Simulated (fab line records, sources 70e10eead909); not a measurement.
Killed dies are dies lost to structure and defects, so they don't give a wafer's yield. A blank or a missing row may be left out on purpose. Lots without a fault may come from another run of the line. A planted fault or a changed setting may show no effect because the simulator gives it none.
Which tool did it? | flow nand_harc | 12 lots, 35 wafers sampled, at 6 steps of a route of 1159

WHAT THE GAUGES READ, wafer by wafer
NHARC_P_BONDPAD_OVL_MEAS_38. Usual: overlay_x_nm 2 nm, standard deviation 4.5; overlay_y_nm 1 nm, standard deviation 4.7.
lot  | measured     | on         | overlay_x_nm (nm) | overlay_y_nm (nm) | flag
L457 | day 6 07:59  | overlay-02 | 5 4 4             | 3 2 2             |
L458 | day 6 19:23  | overlay-02 | -3 -3 -2          | -8 -8 -8          |
L461 | day 7 03:00  | overlay-02 | -1 -1 -1          | 8 8 8             |
L459 | day 7 03:35  | overlay-02 | 8 7 8             | 6 6 6             |
L466 | day 8 12:14  | overlay-02 | 7 7 7             | 2 1 1             |
L467 | day 8 19:40  | overlay-02 | -1 -1             | -2 -1             |
L472 | day 10 06:37 | overlay-01 | -5 -4 -5          | 0 0 0             |
L474 | day 10 21:04 | overlay-02 | 4 3 2             | 5 5 4             |
L477 | day 11 01:42 | overlay-02 | 4 4 4             | 6 6 6             |
L478 | day 11 12:00 | overlay-02 | -5 -5 -4          | -4 -4 -4          |
L479 | day 11 13:17 | overlay-01 | 4 4 4             | 3 3 3             |
L480 | day 12 05:19 | overlay-01 | 0 -1 0            | 8 8 8             |

NHARC_A_ONON_D1_THK_MEAS_05: measures by ellipsometry. Usual: thk_nm 1002 nm, standard deviation 8.1.
lot  | measured     | on            | thk_nm (nm)    | flag
L457 | day 7 08:40  | film_metro-02 | 1008 1010 1010 |
L458 | day 7 22:59  | film_metro-01 | 1011 1012 1014 |
L461 | day 8 05:17  | film_metro-01 | 1009 1011 1011 |
L459 | day 8 05:14  | film_metro-02 | 998 1001 998   |
L466 | day 9 15:22  | film_metro-02 | 1001 1109 1110 | OFF
L467 | day 10 00:32 | film_metro-01 | 997 1107       | OFF
L472 | day 11 08:47 | film_metro-01 | 1006 1005 1005 |
L474 | day 12 00:50 | film_metro-02 | 1000 1002 1003 |
L477 | day 12 04:20 | film_metro-02 | 991 992 991    |
L478 | day 12 15:59 | film_metro-01 | 995 994 994    |
L479 | day 12 15:39 | film_metro-01 | 1012 1012 1013 |
L480 | day 13 09:31 | film_metro-01 | 999 997 998    |

NHARC_END_SORT_01. Usual: killed_at_array 27, standard deviation 8; killed_at_other 0.8, standard deviation 1.2; killed_at_periphery 3.3, standard deviation 2.3; killed_dies 31, standard deviation 8.8; killed_open 3.2, standard deviation 2.1; killed_short 2.1, standard deviation 1.4.
lot  | measured     | on        | killed_at_array | killed_at_other | killed_at_periphery | killed_dies | killed_open | killed_short | flag
L466 | day 21 13:59 | prober-02 | 16 673 675      | 0 0 0           | 3 4 2               | 19 677 677  | 3 4 3       | 2 3 0        | OFF
L467 | day 21 22:14 | prober-01 | 22 672          | 0 1             | 2 4                 | 24 677      | 1 3         | 2 2          | OFF

WHICH TOOL RAN EACH LOT (tool, then ch and the chambers of the sampled wafers, then the start)
lot  | NHARC_P_BONDPAD_DESCUM_11          | NHARC_P_BONDPAD_ETCH_37            | NHARC_A_ONON_D1_DEP_03
L457 | rie_diel-05 ch 1,2, day 6 08:07    | rie_diel-05 ch 0,2,3, day 6 08:17  | pecvd_onon-04 ch 0, day 7 08:13
L458 | rie_diel-09 ch 1,2,3, day 6 19:32  | rie_diel-09 ch 0,1,3, day 6 19:36  | pecvd_onon-02 ch 0, day 7 22:28
L461 | rie_diel-09 ch 1,2,3, day 7 03:09  | rie_diel-09 ch 2,3, day 7 03:13    | pecvd_onon-02 ch 0, day 8 04:46
L459 | rie_diel-05 ch 0,2, day 7 03:43    | rie_diel-05 ch 2,3, day 7 03:47    | pecvd_onon-04 ch 0, day 8 04:47
L466 | rie_diel-05 ch 0,1,3, day 8 12:23  | rie_diel-05 ch 0,2,3, day 8 12:28  | pecvd_onon-02 ch 0, day 9 14:51
L467 | rie_diel-05 ch 0,2, day 8 19:49    | rie_diel-05 ch 2,3, day 8 19:53    | pecvd_onon-02 ch 0, day 10 00:08
L472 | rie_diel-05 ch 0,2, day 10 06:44   | rie_diel-05 ch 1,2,3, day 10 06:50 | pecvd_onon-01 ch 0, day 11 08:16
L474 | rie_diel-05 ch 1,2, day 10 21:12   | rie_diel-05 ch 1,2, day 10 21:18   | pecvd_onon-01 ch 0, day 12 00:19
L477 | rie_diel-05 ch 0,1,3, day 11 01:50 | rie_diel-05 ch 0,1,3, day 11 01:55 | pecvd_onon-01 ch 0, day 12 03:50
L478 | rie_diel-05 ch 1,2,3, day 11 12:08 | rie_diel-05 ch 1,2,3, day 11 12:17 | pecvd_onon-01 ch 0, day 12 15:29
L479 | rie_diel-05 ch 1,2,3, day 11 13:26 | rie_diel-05 ch 1,2,3, day 11 13:32 | pecvd_onon-04 ch 0, day 12 15:12
L480 | rie_diel-09 ch 0,1,3, day 12 05:29 | rie_diel-09 ch 1,2,3, day 12 05:34 | pecvd_onon-01 ch 0, day 13 08:59
- NHARC_P_BONDPAD_DESCUM_11: chemistry O2, time 3 s.
- NHARC_P_BONDPAD_ETCH_37: etches the open film in N2/H2, target depth 60 nm, overetch 18 nm, time 65.91 s.
- NHARC_A_ONON_D1_DEP_03: target thk 1000 nm.

WHAT THE TOOLS THEMSELVES READ (means of the sampled wafers that have a number; where no wafer has one, the mark that the record gives instead)
NHARC_P_BONDPAD_DESCUM_11. Usual: drypump_motor_current_A 5.9 A, standard deviation 0.6; oes_product_au 1.002 a.u., standard deviation 0.0083; rf_vpp_V 58.0 V, standard deviation 0.85; showerhead_plenum_p_Torr 1.96 Torr, standard deviation 0.069; throttle_valve_pct 11.310 %, standard deviation 0.0082.
lot  | tool        | drypump_motor_current_A (A) | oes_product_au (a.u.) | rf_vpp_V (V) | showerhead_plenum_p_Torr (Torr) | throttle_valve_pct (%) | flag
L457 | rie_diel-05 | 6.1                         | 1.005                 | 57.8         | 2.01                            | 11.318                 |
L458 | rie_diel-09 | 6.4                         | 1.007                 | 57.7         | 1.83                            | 11.319                 |
L461 | rie_diel-09 | 6.4                         | 1.003                 | 57.9         | 1.83                            | 11.301                 |
L459 | rie_diel-05 | 5.4                         | 1.006                 | 57.2         | 1.95                            | 11.309                 |
L466 | rie_diel-05 | 6.1                         | 1.002                 | 57.7         | 2.00                            | 11.316                 |
L467 | rie_diel-05 | 5.6                         | 1.002                 | 58.7         | 1.96                            | 11.306                 |
L472 | rie_diel-05 | 5.4                         | 1.005                 | 57.2         | 1.95                            | 11.311                 |
L474 | rie_diel-05 | 6.1                         | 0.994                 | 58.0         | 2.00                            | 11.307                 |
L477 | rie_diel-05 | 6.2                         | 0.989                 | 57.8         | 2.00                            | 11.303                 |
L478 | rie_diel-05 | 5.8                         | 1.005                 | 57.3         | 1.98                            | 11.309                 |
L479 | rie_diel-05 | 5.8                         | 1.002                 | 58.0         | 1.98                            | 11.305                 |
L480 | rie_diel-09 | 6.1                         | 0.994                 | 56.7         | 1.86                            | 11.307                 |

NHARC_P_BONDPAD_ETCH_37. Usual: drypump_motor_current_A 5.9 A, standard deviation 0.58; oes_product_au 1.001 a.u., standard deviation 0.0091; rf_vpp_V 431.7 V, standard deviation 2.3; showerhead_plenum_p_Torr 2.08 Torr, standard deviation 0.075; throttle_valve_pct 14.171 %, standard deviation 0.0083.
lot  | tool        | drypump_motor_current_A (A) | oes_product_au (a.u.) | rf_vpp_V (V) | showerhead_plenum_p_Torr (Torr) | throttle_valve_pct (%) | flag
L457 | rie_diel-05 | 5.6                         | 1.003                 | 432.5        | 2.10                            | 14.169                 |
L458 | rie_diel-09 | 6.1                         | 1.007                 | 429.1        | 1.99                            | 14.172                 |
L461 | rie_diel-09 | 6.5                         | 1.005                 | 427.5        | 1.94                            | 14.170                 |
L459 | rie_diel-05 | 5.4                         | 1.009                 | 432.1        | 2.09                            | 14.183                 |
L466 | rie_diel-05 | 5.6                         | 1.006                 | 431.5        | 2.09                            | 14.171                 |
L467 | rie_diel-05 | 5.3                         | 1.006                 | 432.0        | 2.08                            | 14.166                 |
L472 | rie_diel-05 | 5.8                         | 1.004                 | 432.9        | 2.11                            | 14.173                 |
L474 | rie_diel-05 | 5.5                         | 1.004                 | 431.9        | 2.10                            | 14.168                 |
L477 | rie_diel-05 | 6.2                         | 0.995                 | 433.5        | 2.13                            | 14.180                 |
L478 | rie_diel-05 | 5.7                         | 1.001                 | 432.7        | 2.11                            | 14.162                 |
L479 | rie_diel-05 | 5.8                         | 0.991                 | 431.5        | 2.11                            | 14.169                 |
L480 | rie_diel-09 | 6.4                         | 1.001                 | 427.0        | 1.94                            | 14.169                 |

THE ANSWER, worked out from the rows above alone
Rule: a lot is off if the mean of its wafers that have a number lies more than 3 standard deviations from the usual mean. A lot without any number at a reading at which 4 lots or more have one is off too. The other lots that the step has rows for count as sound. The gauges are gone through in route order, then the tools' own readings, and for those a lot's mean is taken as printed above. The first step at which some lot is off is used, and at that step the reading that is off furthest; a lot without a number counts as furthest.
Off: L466, L467, at NHARC_A_ONON_D1_THK_MEAS_05 (thk_nm).
A tool fits if, at a process step before that reading, it ran every lot that is off, and no sound lot after the first of them. The gauges at NHARC_A_ONON_D1_THK_MEAS_05 aren't tried: what is off there is off at NHARC_END_SORT_01 too, on other tools, and a gauge's error can't cause that. One fits: pecvd_onon-02 at NHARC_A_ONON_D1_DEP_03. Its last sound lot is L461 (day 8 04:46), its first lot that is off L466 (day 9 14:51): a fault that began between those two fits.

WHAT THE SIMULATOR HAD PUT IN
Process parameter drift: pecvd_onon-02, from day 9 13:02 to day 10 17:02, at NHARC_A_ONON_D1_DEP_03. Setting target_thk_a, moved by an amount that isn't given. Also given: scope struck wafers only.
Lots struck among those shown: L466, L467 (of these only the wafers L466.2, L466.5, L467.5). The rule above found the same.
